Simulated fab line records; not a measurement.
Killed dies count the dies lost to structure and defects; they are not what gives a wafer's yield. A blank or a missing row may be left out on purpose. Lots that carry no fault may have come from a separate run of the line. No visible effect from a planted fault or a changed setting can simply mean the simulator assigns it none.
Which tool was responsible? ; flow n5_finfet ; 12 lots with 29 wafers sampled at 4 steps, on a route of 1938 steps

== WHAT THE GAUGES READ, wafer by wafer ==
N5_BEOL_M15_INSPECT_30: inspects for defects (macro).
lot;measured;on;raw_defect_count
L738;day 11 21:48;defect_inspect-01;0 3 2
L744;day 12 21:29;defect_inspect-02;2 2 2
L740;day 12 21:54;defect_inspect-02;1 1 2
L741;day 12 22:05;defect_inspect-02;1 1
L747;day 14 02:34;defect_inspect-01;1 1
L746;day 14 03:42;defect_inspect-01;2
L748;day 14 10:05;defect_inspect-02;2 3 1
L750;day 14 19:26;defect_inspect-02;2
L753;day 15 03:34;defect_inspect-02;2 3 3
L758;day 16 14:11;defect_inspect-01;3 1 3
L757;day 16 14:58;defect_inspect-02;0 1 2
L760;day 17 00:50;defect_inspect-02;1 0

== WHAT TOOL EACH LOT RAN ON (gives the tool, then ch and the chambers of the sampled wafers, and finally the start) ==
lot;N5_BEOL_M15_DESCUM_15;N5_BEOL_M15_VIA_ETCH_16;N5_BEOL_M15_ETCH_57
L738;rie_diel-03 ch 0,1,3, day 11 20:14;rie_diel-03 ch 0,1,3, day 11 20:20;rie_diel-02 ch 0,1,3, day 11 20:51
L744;rie_diel-01 ch 1,2, day 12 20:01;rie_diel-01 ch 1,2, day 12 20:07;rie_diel-01 ch 1,3, day 12 20:40
L740;rie_diel-02 ch 1,2, day 12 20:16;rie_diel-02 ch 1,2, day 12 20:21;rie_diel-03 ch 0,1,2, day 12 21:04
L741;rie_diel-03 ch 1,3, day 12 20:24;rie_diel-03 ch 1,3, day 12 20:29;rie_diel-01 ch 0,3, day 12 21:08
L747;rie_diel-02 ch 0,3, day 14 01:08;rie_diel-02 ch 0,3, day 14 01:13;rie_diel-01 ch 0,3, day 14 01:44
L746;rie_diel-03 ch 1, day 14 02:17;rie_diel-03 ch 1, day 14 02:22;rie_diel-01 ch 0, day 14 02:52
L748;rie_diel-02 ch 0,1, day 14 08:32;rie_diel-02 ch 0,1, day 14 08:37;rie_diel-02 ch 0,1,2, day 14 09:08
L750;rie_diel-03 ch 0, day 14 17:54;rie_diel-03 ch 0, day 14 18:05;rie_diel-01 ch 1, day 14 18:43
L753;rie_diel-03 ch 0,1,3, day 15 01:57;rie_diel-03 ch 0,1,3, day 15 02:02;rie_diel-02 ch 0,1,2, day 15 02:37
L758;rie_diel-03 ch 0,1,2, day 16 12:38;rie_diel-03 ch 0,1,2, day 16 12:43;rie_diel-03 ch 1,2,3, day 16 13:14
L757;rie_diel-01 ch 0,1, day 16 13:16;rie_diel-01 ch 0,1, day 16 13:22;rie_diel-02 ch 0,2, day 16 14:01
L760;rie_diel-03 ch 0,3, day 16 23:14;rie_diel-03 ch 0,3, day 16 23:26;rie_diel-01 ch 0,1, day 17 00:07
- N5_BEOL_M15_DESCUM_15: chemistry O2, time 7.9 s.
- N5_BEOL_M15_VIA_ETCH_16: etches SiO2 in C4F8/O2/Ar, target depth 1792.2 nm.
- N5_BEOL_M15_ETCH_57: etches SOC in N2/H2, time 750 s.

== WHAT THE TOOLS THEMSELVES READ (means of the sampled wafers that have a number; where no wafer has one, the mark that the record gives instead) ==
N5_BEOL_M15_DESCUM_15.
lot;tool;drypump_motor_current_A (A);oes_product_au (a.u.);rf_vpp_V (V);showerhead_plenum_p_Torr (Torr);throttle_valve_pct (%)
L738;rie_diel-03;6.1;0.77;244.4;2.16;20.49
L744;rie_diel-01;5.6;0.86;243.3;2.09;20.35
L740;rie_diel-02;5.9;0.71;243.3;2.12;20.71
L741;rie_diel-03;6.2;0.79;244.8;2.15;20.58
L747;rie_diel-02;5.8;0.78;243.0;2.12;20.71
L746;rie_diel-03;5.7;0.70;243.0;2.08;20.90
L748;rie_diel-02;5.8;0.75;242.7;2.06;20.72
L750;rie_diel-03;6.1;0.72;245.7;2.17;20.36
L753;rie_diel-03;6.1;0.74;243.4;2.15;20.53
L758;rie_diel-03;6.1;0.70;242.1;2.10;20.62
L757;rie_diel-01;5.3;0.73;243.0;2.14;20.51
L760;rie_diel-03;6.3;0.76;243.9;2.19;20.36

N5_BEOL_M15_VIA_ETCH_16.
lot;tool;C4F8_flow_sccm (sccm);drypump_motor_current_A (A);oes_product_au (a.u.);rf_vpp_V (V);showerhead_plenum_p_Torr (Torr);throttle_valve_pct (%)
L738;rie_diel-03;15.97;6.1;0.69;2194;3.52;30.7
L744;rie_diel-01;16.02;5.6;0.79;2151;3.38;30.6
L740;rie_diel-02;16.00;5.9;0.64;2185;3.46;31.2
L741;rie_diel-03;16.05;6.2;0.71;2208;3.51;30.9
L747;rie_diel-02;16.02;5.8;0.71;2307;3.42;30.9
L746;rie_diel-03;16.00;5.7;0.62;2179;3.38;31.1
L748;rie_diel-02;16.00;5.8;0.68;2192;3.35;30.9
L750;rie_diel-03;16.00;6.1;0.64;2165;3.53;30.5
L753;rie_diel-03;16.02;6.1;0.67;2192;3.51;30.8
L758;rie_diel-03;16.04;6.1;0.62;2197;3.43;30.8
L757;rie_diel-01;16.07;5.3;0.67;2147;3.47;30.7
L760;rie_diel-03;16.01;6.3;0.68;2199;3.56;30.6

N5_BEOL_M15_ETCH_57.
lot;tool;drypump_motor_current_A (A);h2_flow_sccm (sccm);oes_product_au (a.u.);rf_vpp_V (V);showerhead_plenum_p_Torr (Torr);throttle_valve_pct (%)
L738;rie_diel-02;5.8;200.1;0.77;522.2;2.51;18.0
L744;rie_diel-01;5.9;200.5;0.94;521.5;2.49;17.4
L740;rie_diel-03;6.1;200.0;0.71;524.1;2.54;17.7
L741;rie_diel-01;5.8;199.3;0.85;524.5;2.56;17.6
L747;rie_diel-01;5.8;200.2;1.02;525.1;2.56;17.6
L746;rie_diel-01;5.1;200.2;0.71;524.6;2.62;17.8
L748;rie_diel-02;5.9;199.7;0.77;523.8;2.55;17.9
L750;rie_diel-01;5.7;199.3;0.87;521.9;2.48;17.5
L753;rie_diel-02;5.9;200.2;0.75;523.6;2.54;18.0
L758;rie_diel-03;6.2;200.3;0.74;524.8;2.55;17.8
L757;rie_diel-02;6.0;200.4;0.76;525.0;2.61;18.0
L760;rie_diel-01;5.4;200.6;0.77;524.5;2.54;17.7

== THE ANSWER, worked out from the rows above alone ==
Rule: the lots themselves supply what counts as usual. Put in order of their means at a reading, lots are off if they are a third of the lots or fewer, leave a main group of 4 or more, and stand apart from it by a gap of 3 or more times the standard deviation of the main group's means; of several such gaps the widest counts. A main group whose means are all the same, to the digits that the tables above print for the reading, isn't used. Also off: a lot with no number at a reading for which 4 or more lots have one. Where the step has rows for the other lots, those lots are counted as sound. The gauges are gone through in route order, then the tools' own readings, and for those a lot's mean is taken as printed above. The first step at which some lot is off is used, and at that step the reading that is off furthest; a lot without a number counts as furthest.
Off: L747, at N5_BEOL_M15_VIA_ETCH_16 (rf_vpp_V). The main group has a mean of 2183 V with a standard deviation of 19.
A tool fits if, at that step or a process step before it, it ran every lot that is off, and no sound lot after the first of them. Not one of the candidates tried fits.

== WHAT WAS PUT IN BY THE SIMULATOR ==
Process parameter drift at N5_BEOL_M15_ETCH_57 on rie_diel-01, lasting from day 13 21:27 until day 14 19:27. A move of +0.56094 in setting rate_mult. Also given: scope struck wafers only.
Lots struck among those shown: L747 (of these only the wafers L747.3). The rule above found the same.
